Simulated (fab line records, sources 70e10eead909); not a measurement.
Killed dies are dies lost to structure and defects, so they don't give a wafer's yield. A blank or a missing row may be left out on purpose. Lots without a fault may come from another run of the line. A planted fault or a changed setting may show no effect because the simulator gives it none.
Which tool did it? | flow nand_harc | 13 lots, 39 wafers sampled, at 6 steps of a route of 1302

WHAT THE GAUGES READ, wafer by wafer
NHARC_P_GATE_INSPECT_28.
lot  | measured     | on                | raw_defect_count
L654 | day 4 23:55  | defect_inspect-01 | 6 4 8
L658 | day 6 14:34  | defect_inspect-01 | 5 7 12
L659 | day 7 01:11  | defect_inspect-02 | 9 3 6
L660 | day 7 11:25  | defect_inspect-01 | 11 7 5
L667 | day 10 11:52 | defect_inspect-02 | 6 7 13
L668 | day 11 02:16 | defect_inspect-02 | 8 2 4
L669 | day 11 11:19 | defect_inspect-01 | 6 8 6
L670 | day 11 18:30 | defect_inspect-01 | 6 5 3
L671 | day 12 03:13 | defect_inspect-01 | 4 4 2
L672 | day 12 15:10 | defect_inspect-01 | 6 1 3
L674 | day 13 15:37 | defect_inspect-02 | 6 6 5
L675 | day 14 02:34 | defect_inspect-02 | 9 11 14
L677 | day 14 14:27 | defect_inspect-02 | 7 6 6

NHARC_P_GATE_CD_MEAS_46: target cd 720 nm.
lot  | measured     | on        | cd_nm (nm)
L654 | day 5 11:45  | cd_sem-01 | 720.4 721.8 719.0
L658 | day 7 02:19  | cd_sem-03 | 716.3 718.0 718.3
L659 | day 7 13:05  | cd_sem-03 | 719.1 720.8 718.2
L660 | day 8 01:15  | cd_sem-02 | - - -
L667 | day 10 23:35 | cd_sem-03 | 716.5 718.6 716.5
L668 | day 11 20:16 | cd_sem-03 | 719.5 719.5 721.3
L669 | day 11 23:05 | cd_sem-03 | 723.9 721.9 723.9
L670 | day 12 06:25 | cd_sem-02 | 718.9 720.2 717.2
L671 | day 12 15:05 | cd_sem-01 | 721.9 720.6 722.7
L672 | day 13 03:04 | cd_sem-02 | 721.6 723.2 719.7
L674 | day 14 03:25 | cd_sem-01 | 721.8 721.0 721.0
L675 | day 14 14:20 | cd_sem-01 | 721.5 720.8 719.3
L677 | day 15 02:20 | cd_sem-03 | 721.9 720.1 721.2

NHARC_END_SORT_01.
lot  | measured     | on        | killed_at_array | killed_at_other | killed_at_periphery | killed_dies | killed_open | killed_short
L660 | day 27 23:20 | prober-01 | 67 71 58        | 0 1 0           | 610 605 619         | 677 677 677 | 1 4 2       | 1 2 1
L667 | day 29 13:30 | prober-01 | 29 19 21        | 0 0 1           | 13 14 15            | 42 33 37    | 2 4 2       | 3 3 2
L671 | day 30 19:08 | prober-01 | 49 61 56        | 0 0 0           | 1 0 1               | 50 61 57    | 5 2 4       | 0 1 1
L672 | day 31 20:48 | prober-01 | 70 79 50        | 2 4 3           | 4 0 1               | 76 83 54    | 7 0 2       | 3 3 0

WHICH TOOL RAN EACH LOT (tool, then ch and the chambers of the sampled wafers, then the start)
lot  | NHARC_P_GATE_ALD_36               | NHARC_P_GATE_EXPOSE_43            | NHARC_P_GATE_STRIP_76
L654 | ald_sin-04 ch 0,1,3, day 5 03:23  | krf_scanner-04 ch 0, day 5 11:35  | plasma_asher-01 ch 0,1, day 5 14:19
L658 | ald_sin-01 ch 0,1, day 6 16:58    | krf_scanner-04 ch 0, day 7 02:10  | plasma_asher-01 ch 0,1, day 7 04:58
L659 | ald_sin-03 ch 0,1,3, day 7 02:29  | krf_scanner-03 ch 0, day 7 12:56  | plasma_asher-01 ch 0,1, day 7 15:37
L660 | ald_sin-04 ch 0,3, day 7 12:46    | krf_scanner-03 ch 0, day 8 01:05  | plasma_asher-02 ch 0,1, day 8 03:48
L667 | ald_sin-01 ch 0,2,3, day 10 13:11 | krf_scanner-03 ch 0, day 10 23:26 | plasma_asher-01 ch 0,1, day 11 02:03
L668 | ald_sin-04 ch 0,1, day 11 03:37   | krf_scanner-03 ch 0, day 11 20:06 | plasma_asher-01 ch 0,1, day 11 22:48
L669 | ald_sin-03 ch 0,2,3, day 11 15:46 | krf_scanner-04 ch 0, day 11 22:56 | plasma_asher-02 ch 0,1, day 12 01:40
L670 | ald_sin-01 ch 0,2,3, day 11 19:49 | krf_scanner-03 ch 0, day 12 06:15 | plasma_asher-01 ch 0,1, day 12 08:58
L671 | ald_sin-03 ch 0,1,2, day 12 04:32 | krf_scanner-04 ch 0, day 12 14:55 | plasma_asher-01 ch 0,1, day 12 17:31
L672 | ald_sin-04 ch 1,2,3, day 12 16:29 | krf_scanner-03 ch 0, day 13 02:55 | plasma_asher-01 ch 0,1, day 13 05:38
L674 | ald_sin-03 ch 1,2, day 13 16:56   | krf_scanner-02 ch 0, day 14 03:16 | plasma_asher-01 ch 0,1, day 14 05:59
L675 | ald_sin-04 ch 0,1,2, day 14 06:01 | krf_scanner-02 ch 0, day 14 14:11 | plasma_asher-02 ch 0,1, day 15 04:41
L677 | ald_sin-03 ch 2,3, day 14 16:50   | krf_scanner-03 ch 0, day 15 02:11 | plasma_asher-02 ch 0,1, day 15 15:11
- NHARC_P_GATE_ALD_36: deposits SiNx, target thk 20 nm, pulse time 60 s, ald cycles 223.
- NHARC_P_GATE_EXPOSE_43: exposes mask P NSD, target cd 720 nm.
- NHARC_P_GATE_STRIP_76: strips in O2.

WHAT THE TOOLS THEMSELVES READ (means of the sampled wafers that have a number; where no wafer has one, the mark that the record gives instead)
NHARC_P_GATE_ALD_36.
lot  | tool       | heater_power_w (W) | precursor_pulse_height_rel
L654 | ald_sin-04 | 793                | 0.979
L658 | ald_sin-01 | 811                | 0.984
L659 | ald_sin-03 | 781                | 1.010
L660 | ald_sin-04 | 744                | 1.009
L667 | ald_sin-01 | 789                | 0.994
L668 | ald_sin-04 | 745                | 0.976
L669 | ald_sin-03 | 860                | 0.998
L670 | ald_sin-01 | 786                | 1.011
L671 | ald_sin-03 | 766                | 0.991
L672 | ald_sin-04 | 808                | 0.998
L674 | ald_sin-03 | 769                | 1.019
L675 | ald_sin-04 | 766                | 1.020
L677 | ald_sin-03 | 867                | 0.993

NHARC_P_GATE_STRIP_76.
lot  | tool            | drypump_motor_current_A (A) | heater_power_w (W)
L654 | plasma_asher-01 | 6.1                         | 403
L658 | plasma_asher-01 | 6.3                         | 371
L659 | plasma_asher-01 | 6.2                         | 374
L660 | plasma_asher-02 | 5.4                         | 309
L667 | plasma_asher-01 | 6.3                         | 375
L668 | plasma_asher-01 | 6.1                         | 405
L669 | plasma_asher-02 | 5.4                         | 288
L670 | plasma_asher-01 | 6.2                         | 378
L671 | plasma_asher-01 | 6.1                         | 402
L672 | plasma_asher-01 | 6.3                         | 377
L674 | plasma_asher-01 | 6.1                         | 405
L675 | plasma_asher-02 | 5.4                         | 302
L677 | plasma_asher-02 | 5.4                         | 312

THE ANSWER, worked out from the rows above alone
Rule: what is usual is taken from the lots themselves. Put in order of their means at a reading, lots are off if they are a third of the lots or fewer, leave a main group of 4 or more, and stand apart from it by a gap of 3 or more times the standard deviation of the main group's means; of several such gaps the widest counts. A main group whose means are all the same, to the digits that the tables above print for the reading, isn't used. A lot without any number at a reading at which 4 lots or more have one is off too. The other lots that the step has rows for count as sound. The gauges are gone through in route order, then the tools' own readings, and for those a lot's mean is taken as printed above. The first step at which some lot is off is used, and at that step the reading that is off furthest; a lot without a number counts as furthest.
Off: L660, at NHARC_P_GATE_CD_MEAS_46 (cd_nm). Without a number there: L660. The main group: mean 720.2 nm, standard deviation 1.7.
A tool fits if, at a process step before that reading, it ran every lot that is off, and no sound lot after the first of them. The gauges at NHARC_P_GATE_CD_MEAS_46 aren't tried: what is off there is off at NHARC_P_GATE_STRIP_76 too, on other tools, and a gauge's error can't cause that. None of those tried fits.

WHAT THE SIMULATOR HAD PUT IN
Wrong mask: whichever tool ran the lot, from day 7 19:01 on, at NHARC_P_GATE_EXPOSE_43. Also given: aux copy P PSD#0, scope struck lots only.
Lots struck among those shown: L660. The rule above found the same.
